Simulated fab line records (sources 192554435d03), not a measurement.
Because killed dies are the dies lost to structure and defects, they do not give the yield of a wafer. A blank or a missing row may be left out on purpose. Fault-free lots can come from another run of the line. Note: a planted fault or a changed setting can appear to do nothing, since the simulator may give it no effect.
Which of the tools did it?	flow n5Finfet	69 wafers from 23 lots sampled at 6 of the route's 1938 steps

== WHAT THE GAUGES READ, wafer by wafer ==
The record lacks any reading of a measuring or inspecting step that a usual standard deviation could be used to judge.

== WHAT TOOL EACH LOT RAN ON (gives the tool, then ch and the chambers of the sampled wafers, and finally the start) ==
lot	N5_PMOS_HMC_CHANNEL_EPI_CMP_21	N5_FIN_SAQP_PECVD_06	N5_FIN_SAQP_HM_OPEN_73	N5_FIN_SAQP_SPACER2_ALD_28	N5_FIN_SAQP_HM_OPEN_33	N5_FIN_SAQP_STRIP_77
L075	cmp-01 ch 1,3, day 2 01:48	pecvd-03 ch 0,1, day 2 03:48	rieDiel-04 ch 0,1,3, day 2 04:44	aldSin-03 ch 1,2,3, day 2 09:35	rieDiel-01 ch 0,1,3, day 2 10:19	rieDiel-01 ch 0,1,3, day 2 10:24
L076	cmp-01 ch 0,3, day 2 07:52	pecvd-02 ch 0,2, day 2 10:32	rieDiel-03 ch 0,2, day 2 11:24	aldSin-04 ch 1,2, day 2 14:41	rieDiel-03 ch 0,1,3, day 2 15:18	rieDiel-03 ch 0,1,3, day 2 15:23
L077	cmp-03 ch 1,3, day 2 13:45	pecvd-01 ch 0,2, day 2 15:16	rieDiel-04 ch 0,3, day 2 16:12	aldSin-03 ch 1,3, day 2 19:44	rieDiel-01 ch 1,3, day 2 20:18	rieDiel-01 ch 1,3, day 2 20:24
L078	cmp-03 ch 0,1,3, day 2 19:20	pecvd-01 ch 0,1, day 2 21:21	rieDiel-03 ch 0,2,3, day 2 22:38	aldSin-04 ch 0,1,3, day 3 02:33	rieDiel-03 ch 0,1,2, day 3 03:11	rieDiel-03 ch 0,1,2, day 3 03:17
L079	cmp-01 ch 0,1,2, day 3 01:40	pecvd-02 ch 0,1,2, day 3 03:17	rieDiel-04 ch 0,2,3, day 3 04:31	aldSin-03 ch 0,1,2, day 3 07:55	rieDiel-03 ch 0,1,3, day 3 08:35	rieDiel-03 ch 0,1,3, day 3 08:41
L080	cmp-01 ch 0,2,3, day 3 08:28	pecvd-02 ch 0,1,2, day 3 09:55	rieDiel-01 ch 0,2,3, day 3 10:47	aldSin-03 ch 0,2, day 3 14:38	rieDiel-03 ch 1,2,3, day 3 15:14	rieDiel-03 ch 1,2,3, day 3 15:20
L081	cmp-01 ch 0,2,3, day 3 13:46	pecvd-03 ch 0,1,2, day 3 15:37	rieDiel-01 ch 0,2,3, day 3 16:29	aldSin-04 ch 0,1,2, day 3 20:06	rieDiel-03 ch 2,3, day 3 20:40	rieDiel-03 ch 2,3, day 3 20:45
L082	cmp-03 ch 1,2,3, day 3 20:07	pecvd-03 ch 0,2, day 3 21:38	rieDiel-01 ch 0,2,3, day 3 22:23	aldSin-03 ch 0,1,2, day 4 01:33	rieDiel-04 ch 1,2,3, day 4 02:17	rieDiel-04 ch 1,2,3, day 4 02:23
L083	cmp-02 ch 1,3, day 4 03:16	pecvd-03 ch 0,1, day 4 04:49	rieDiel-04 ch 2,3, day 4 06:11	aldSin-03 ch 0,2,3, day 4 10:52	rieDiel-03 ch 0,1,3, day 4 11:27	rieDiel-03 ch 0,1,3, day 4 11:32
L084	cmp-01 ch 1,2,3, day 4 08:01	pecvd-01 ch 0,1,2, day 4 10:05	rieDiel-04 ch 2,3, day 4 10:55	aldSin-03 ch 0,1,3, day 4 14:04	rieDiel-04 ch 0,3, day 4 15:01	rieDiel-04 ch 0,3, day 4 15:07
L085	cmp-01 ch 0,2,3, day 4 14:11	pecvd-03 ch 0,1,2, day 4 15:49	rieDiel-04 ch 0,2,3, day 4 16:41	aldSin-03 ch 0,1,3, day 4 19:47	rieDiel-03 ch 0,1,2, day 4 20:21	rieDiel-03 ch 0,1,2, day 4 20:26
L086	cmp-03 ch 0,1,3, day 4 19:17	pecvd-01 ch 0,1, day 4 20:49	rieDiel-04 ch 0,2,3, day 4 21:41	aldSin-04 ch 1,2,3, day 5 03:22	rieDiel-04 ch 0,1,3, day 5 03:56	rieDiel-04 ch 0,1,3, day 5 04:02
L087	cmp-02 ch 0,1,2, day 5 01:05	pecvd-02 ch 1,2, day 5 04:17	rieDiel-03 ch 0,1, day 5 05:10	aldSin-01 ch 0,1,3, day 5 08:13	rieDiel-03 ch 0,1, day 5 08:47	rieDiel-03 ch 0,1, day 5 08:53
L088	cmp-02 ch 2,3, day 5 07:15	pecvd-02 ch 1,2, day 5 08:52	rieDiel-03 ch 0,3, day 5 09:44	aldSin-01 ch 0,1,3, day 5 12:47	rieDiel-01 ch 1,2,3, day 5 13:22	rieDiel-01 ch 1,2,3, day 5 13:28
L089	cmp-03 ch 1,3, day 5 13:01	pecvd-02 ch 0,1,2, day 5 14:30	rieDiel-04 ch 1,2,3, day 5 15:22	aldSin-04 ch 1,2, day 5 18:13	rieDiel-04 ch 0,1,2, day 5 18:47	rieDiel-04 ch 0,1,2, day 5 18:53
L090	cmp-02 ch 1,2,3, day 5 19:26	pecvd-01 ch 0,1,2, day 5 20:58	rieDiel-03 ch 0,1,3, day 5 22:17	aldSin-03 ch 0,2,3, day 6 02:05	rieDiel-03 ch 1,3, day 6 02:49	rieDiel-03 ch 1,3, day 6 02:55
L091	cmp-02 ch 1,2, day 6 01:04	pecvd-02 ch 0,1,2, day 6 02:46	rieDiel-03 ch 0,1,3, day 6 03:38	aldSin-03 ch 1,2,3, day 6 06:29	rieDiel-04 ch 0,1, day 6 07:04	rieDiel-04 ch 0,1, day 6 07:09
L092	cmp-02 ch 0,1,2, day 6 07:23	pecvd-02 ch 0,1,2, day 6 08:55	rieDiel-03 ch 1,2,3, day 6 09:47	aldSin-04 ch 0,2,3, day 6 13:23	rieDiel-01 ch 1,2,3, day 6 13:58	rieDiel-01 ch 1,2,3, day 6 14:04
L093	cmp-01 ch 1,2,3, day 6 13:34	pecvd-01 ch 0,1, day 6 15:08	rieDiel-01 ch 1,3, day 6 16:17	aldSin-01 ch 0,1,3, day 6 19:42	rieDiel-04 ch 0,1,3, day 6 20:16	rieDiel-04 ch 0,1,3, day 6 20:22
L094	cmp-02 ch 0,1,2, day 6 19:22	pecvd-03 ch 0,2, day 6 20:53	rieDiel-01 ch 0,1,3, day 6 21:46	aldSin-04 ch 0,2,3, day 7 00:55	rieDiel-03 ch 1,2,3, day 7 01:29	rieDiel-03 ch 1,2,3, day 7 01:34
L095	cmp-01 ch 1,2,3, day 7 01:47	pecvd-03 ch 1,2, day 7 03:32	rieDiel-01 ch 1,2,3, day 7 04:33	aldSin-01 ch 1,2,3, day 7 08:01	rieDiel-04 ch 0,1,3, day 7 08:47	rieDiel-04 ch 0,1,3, day 7 08:53
L096	cmp-02 ch 0,2,3, day 7 07:16	pecvd-03 ch 0,1,2, day 7 08:56	rieDiel-01 ch 0,3, day 7 10:04	aldSin-04 ch 1,3, day 7 13:23	rieDiel-03 ch 0,3, day 7 13:59	rieDiel-03 ch 0,3, day 7 14:04
L097	cmp-03 ch 2,3, day 7 13:28	pecvd-02 ch 0,1,2, day 7 15:37	rieDiel-03 ch 0,1,3, day 7 16:37	aldSin-04 ch 0,1,3, day 7 19:31	rieDiel-04 ch 0,1,2, day 7 20:05	rieDiel-04 ch 0,1,2, day 7 20:11
- N5_PMOS_HMC_CHANNEL_EPI_CMP_21: polishes SiGe30, target thk 54 nm.
- N5_FIN_SAQP_PECVD_06: deposits a-Si from SiH4/He, target thk 60 nm, time 48.1 s.
- N5_FIN_SAQP_HM_OPEN_73: chemistry CHF3/O2, target SiO2, stops on a-Si, target depth 12 nm, time 16.8 s.
- N5_FIN_SAQP_SPACER2_ALD_28: deposits SiO2, target thk 8.1 nm, pulse time 1 s, purge time 2 s.
- N5_FIN_SAQP_HM_OPEN_33: chemistry CH3F/O2, target SiNx, target depth 49.4 nm, time 70.6 s.
- N5_FIN_SAQP_STRIP_77: strips in N2/H2, time 90 s.

== AS READ BY THE TOOLS THEMSELVES (means over the sampled wafers that have a number; for cases with no such wafer, the mark the record gives instead) ==
N5_PMOS_HMC_CHANNEL_EPI_CMP_21. Usual: motorCurrentA 11.5 A, standard deviation 1.2; slurryFilterDpKPa 13.49 kPa, standard deviation 0.12.
lot	tool	motorCurrentA (A)	slurryFilterDpKPa (kPa)	flag
L075	cmp-01	11.2	13.41	
L076	cmp-01	12.7	13.46	
L077	cmp-03	11.3	13.50	
L078	cmp-03	11.3	13.54	
L079	cmp-01	12.2	13.53	
L080	cmp-01	12.8	13.46	
L081	cmp-01	12.6	13.40	
L082	cmp-03	11.4	13.47	
L083	cmp-02	11.7	13.45	
L084	cmp-01	11.5	13.44	
L085	cmp-01	12.5	13.44	
L086	cmp-03	11.3	13.51	
L087	cmp-02	10.5	13.46	
L088	cmp-02	10.3	13.43	
L089	cmp-03	11.1	13.40	
L090	cmp-02	11.0	13.63	
L091	cmp-02	9.4	13.55	
L092	cmp-02	10.1	13.44	
L093	cmp-01	11.6	13.66	
L094	cmp-02	10.3	13.51	
L095	cmp-01	12.1	13.51	
L096	cmp-02	10.9	13.42	
L097	cmp-03	11.1	13.57	

N5_FIN_SAQP_PECVD_06. Usual: heaterPowerW 847 W, standard deviation 110; showerheadPlenumPTorr 5.657 Torr, standard deviation 0.025; throttleValvePct 18.2 %, standard deviation 0.88.
lot	tool	heaterPowerW (W)	showerheadPlenumPTorr (Torr)	throttleValvePct (%)	flag
L075	pecvd-03	779	5.648	18.5	
L076	pecvd-02	768	5.636	18.2	
L077	pecvd-01	925	5.645	17.4	
L078	pecvd-01	939	5.661	18.4	
L079	pecvd-02	724	5.646	18.0	
L080	pecvd-02	791	5.642	18.0	
L081	pecvd-03	884	5.666	18.2	
L082	pecvd-03	890	5.667	17.4	
L083	pecvd-03	866	5.650	18.5	
L084	pecvd-01	935	5.681	18.6	
L085	pecvd-03	914	5.664	18.3	
L086	pecvd-01	874	5.663	18.4	
L087	pecvd-02	838	5.635	18.0	
L088	pecvd-02	853	5.648	18.0	
L089	pecvd-02	757	5.639	18.1	
L090	pecvd-01	954	5.665	18.8	
L091	pecvd-02	812	5.646	18.1	
L092	pecvd-02	779	5.638	18.1	
L093	pecvd-01	920	5.683	19.5	
L094	pecvd-03	834	5.678	17.7	
L095	pecvd-03	951	5.688	18.1	
L096	pecvd-03	815	5.672	18.3	
L097	pecvd-02	731	5.643	18.0	

N5_FIN_SAQP_HM_OPEN_73. Usual: CHF3_flow_sccm 49.99 sccm, standard deviation 0.15; drypumpMotorCurrentA 5.53 A, standard deviation 0.27; oesProductAu 0.46 a.u., standard deviation 0.046; rfVppV 517 V, standard deviation 8.5; showerheadPlenumPTorr 2.40 Torr, standard deviation 0.073; throttleValvePct 18.76 %, standard deviation 0.19.
lot	tool	CHF3_flow_sccm (sccm)	drypumpMotorCurrentA (A)	oesProductAu (a.u.)	rfVppV (V)	showerheadPlenumPTorr (Torr)	throttleValvePct (%)	flag
L075	rieDiel-04	50.20	5.56	0.46	521	2.38	18.71	
L076	rieDiel-03	50.05	5.25	0.43	511	2.36	18.99	
L077	rieDiel-04	49.96	5.42	0.46	516	2.40	18.68	
L078	rieDiel-03	50.09	5.38	0.47	508	2.41	18.79	
L079	rieDiel-04	49.89	5.39	0.44	518	2.40	18.65	
L080	rieDiel-01	50.03	5.44	0.44	517	2.39	18.84	
L081	rieDiel-01	49.87	5.47	0.44	517	2.39	18.85	
L082	rieDiel-01	50.00	5.45	0.44	517	2.39	18.85	
L083	rieDiel-04	49.96	5.28	0.45	522	2.39	18.67	
L084	rieDiel-04	50.02	5.34	0.44	520	2.38	18.65	
L085	rieDiel-04	49.96	5.40	0.44	518	2.39	18.67	
L086	rieDiel-04	49.86	5.38	0.44	518	2.39	18.69	
L087	rieDiel-03	50.04	5.84	0.42	518	2.49	18.92	
L088	rieDiel-03	50.02	5.56	0.50	508	2.45	18.63	
L089	rieDiel-04	50.09	5.51	0.44	522	2.36	18.74	
L090	rieDiel-03	50.03	5.71	0.46	513	2.47	18.79	
L091	rieDiel-03	49.90	5.70	0.45	513	2.47	18.79	
L092	rieDiel-03	49.97	5.40	0.50	511	2.50	18.87	
L093	rieDiel-01	50.02	5.52	0.46	524	2.31	18.70	
L094	rieDiel-01	50.02	5.41	0.47	522	2.37	18.69	
L095	rieDiel-01	49.89	5.55	0.47	519	2.31	18.75	
L096	rieDiel-01	50.20	5.28	0.50	514	2.39	18.61	
L097	rieDiel-03	49.95	5.70	0.50	513	2.47	18.68	

N5_FIN_SAQP_SPACER2_ALD_28. Usual: heaterPowerW 449 W, standard deviation 25; precursorPulseHeightRel 0.997, standard deviation 0.019.
lot	tool	heaterPowerW (W)	precursorPulseHeightRel	flag
L075	aldSin-03	467	1.004	
L076	aldSin-04	425	1.005	
L077	aldSin-03	460	1.001	
L078	aldSin-04	441	0.989	
L079	aldSin-03	461	0.984	
L080	aldSin-03	454	0.992	
L081	aldSin-04	433	1.005	
L082	aldSin-03	467	0.970	
L083	aldSin-03	458	0.991	
L084	aldSin-03	447	0.989	
L085	aldSin-03	452	0.999	
L086	aldSin-04	445	1.014	
L087	aldSin-01	443	1.003	
L088	aldSin-01	436	1.002	
L089	aldSin-04	438	1.002	
L090	aldSin-03	469	0.994	
L091	aldSin-03	477	0.989	
L092	aldSin-04	437	0.985	
L093	aldSin-01	439	0.998	
L094	aldSin-04	435	1.004	
L095	aldSin-01	433	0.998	
L096	aldSin-04	446	1.008	
L097	aldSin-04	432	0.966	

N5_FIN_SAQP_HM_OPEN_33. Usual: drypumpMotorCurrentA 5.5 A, standard deviation 0.31; etchRfOnTimeS 69.5 s, standard deviation 1.9; oesProductAu 0.64 a.u., standard deviation 0.074; rfVppV 293 V, standard deviation 4.7; showerheadPlenumPTorr 2.00 Torr, standard deviation 0.066; throttleValvePct 16.34 %, standard deviation 0.22.
lot	tool	drypumpMotorCurrentA (A)	etchRfOnTimeS (s)	oesProductAu (a.u.)	rfVppV (V)	showerheadPlenumPTorr (Torr)	throttleValvePct (%)	flag
L075	rieDiel-01	5.4	71.2	0.61	296	1.98	16.31	
L076	rieDiel-03	5.7	69.2	0.68	293	2.06	16.28	
L077	rieDiel-01	5.5	70.2	0.60	298	1.92	16.31	
L078	rieDiel-03	5.5	69.8	0.60	293	2.02	16.50	
L079	rieDiel-03	5.7	69.1	0.67	292	2.06	16.27	
L080	rieDiel-03	5.4	66.3	0.67	289	2.00	16.49	
L081	rieDiel-03	5.2	69.1	0.72	285	1.99	16.34	
L082	rieDiel-04	5.5	68.6	0.63	297	1.96	16.25	
L083	rieDiel-03	5.7	71.3	0.65	291	2.06	16.30	
L084	rieDiel-04	5.4	70.2	0.64	293	1.99	16.26	
L085	rieDiel-03	5.5	71.0	0.59	293	2.01	16.52	
L086	rieDiel-04	5.5	68.2	0.64	295	1.97	16.29	
L087	rieDiel-03	5.8	70.6	0.59	294	2.07	16.46	
L088	rieDiel-01	5.5	70.2	0.69	294	1.92	16.24	
L089	rieDiel-04	5.6	70.7	0.61	294	1.96	16.31	
L090	rieDiel-03	5.6	67.2	0.69	287	2.04	16.32	
L091	rieDiel-04	5.6	70.1	0.61	293	1.96	16.32	
L092	rieDiel-01	5.6	69.4	0.67	295	1.92	16.26	
L093	rieDiel-04	5.5	66.9	0.63	295	1.96	16.31	
L094	rieDiel-03	5.4	67.1	0.72	289	2.08	16.38	
L095	rieDiel-04	5.5	71.1	0.62	294	1.96	16.32	
L096	rieDiel-03	5.7	66.6	0.79	293	2.04	15.89	
L097	rieDiel-04	5.6	69.2	0.60	295	1.96	16.34	

N5_FIN_SAQP_STRIP_77. Usual: drypumpMotorCurrentA 5.5 A, standard deviation 0.31; oesProductAu 0.75 a.u., standard deviation 0.088; rfVppV 45.3 V, standard deviation 0.82; showerheadPlenumPTorr 3.37 Torr, standard deviation 0.11; throttleValvePct 12.25 %, standard deviation 0.21.
lot	tool	drypumpMotorCurrentA (A)	oesProductAu (a.u.)	rfVppV (V)	showerheadPlenumPTorr (Torr)	throttleValvePct (%)	flag
L075	rieDiel-01	5.4	0.72	45.8	3.35	12.25	
L076	rieDiel-03	5.7	0.80	45.2	3.48	12.18	
L077	rieDiel-01	5.5	0.71	44.9	3.25	12.24	
L078	rieDiel-03	5.5	0.70	45.1	3.39	12.40	
L079	rieDiel-03	5.7	0.78	45.1	3.47	12.19	
L080	rieDiel-03	5.4	0.78	45.1	3.38	12.35	
L081	rieDiel-03	5.3	0.86	45.0	3.37	12.18	
L082	rieDiel-04	5.5	0.74	45.5	3.33	12.18	
L083	rieDiel-03	5.7	0.76	45.2	3.47	12.22	
L084	rieDiel-04	5.4	0.75	45.0	3.38	12.30	
L085	rieDiel-03	5.6	0.69	44.8	3.38	12.44	
L086	rieDiel-04	5.5	0.74	45.5	3.33	12.26	
L087	rieDiel-03	5.9	0.68	45.1	3.48	12.40	
L088	rieDiel-01	5.6	0.82	45.7	3.25	12.10	
L089	rieDiel-04	5.6	0.72	44.7	3.31	12.23	
L090	rieDiel-03	5.6	0.81	44.9	3.45	12.19	
L091	rieDiel-04	5.6	0.74	45.2	3.32	12.29	
L092	rieDiel-01	5.6	0.79	45.7	3.24	12.12	
L093	rieDiel-04	5.5	0.73	44.0	3.33	12.29	
L094	rieDiel-03	5.4	0.83	46.0	3.50	12.20	
L095	rieDiel-04	5.5	0.73	44.2	3.33	12.31	
L096	rieDiel-03	5.7	0.94	44.6	3.45	11.75	
L097	rieDiel-04	5.6	0.71	45.3	3.30	12.26	

== THE ANSWER, worked out from the rows above alone ==
Rule: lot off if the mean of its wafers having a number is beyond 3 standard deviations from the usual mean. A lot without any number at a reading at which 4 lots or more have one is off too. The other lots that the step has rows for count as sound. Order of review: gauges by route order, followed by the tools' own readings, for which a lot's mean as printed above is used. The first step at which some lot is off is used, and at that step the reading that is off furthest; a lot without a number counts as furthest.
Nothing can be told from this: no lot is off at any reading shown.

== WHAT HAD BEEN PUT IN BY THE SIMULATOR ==
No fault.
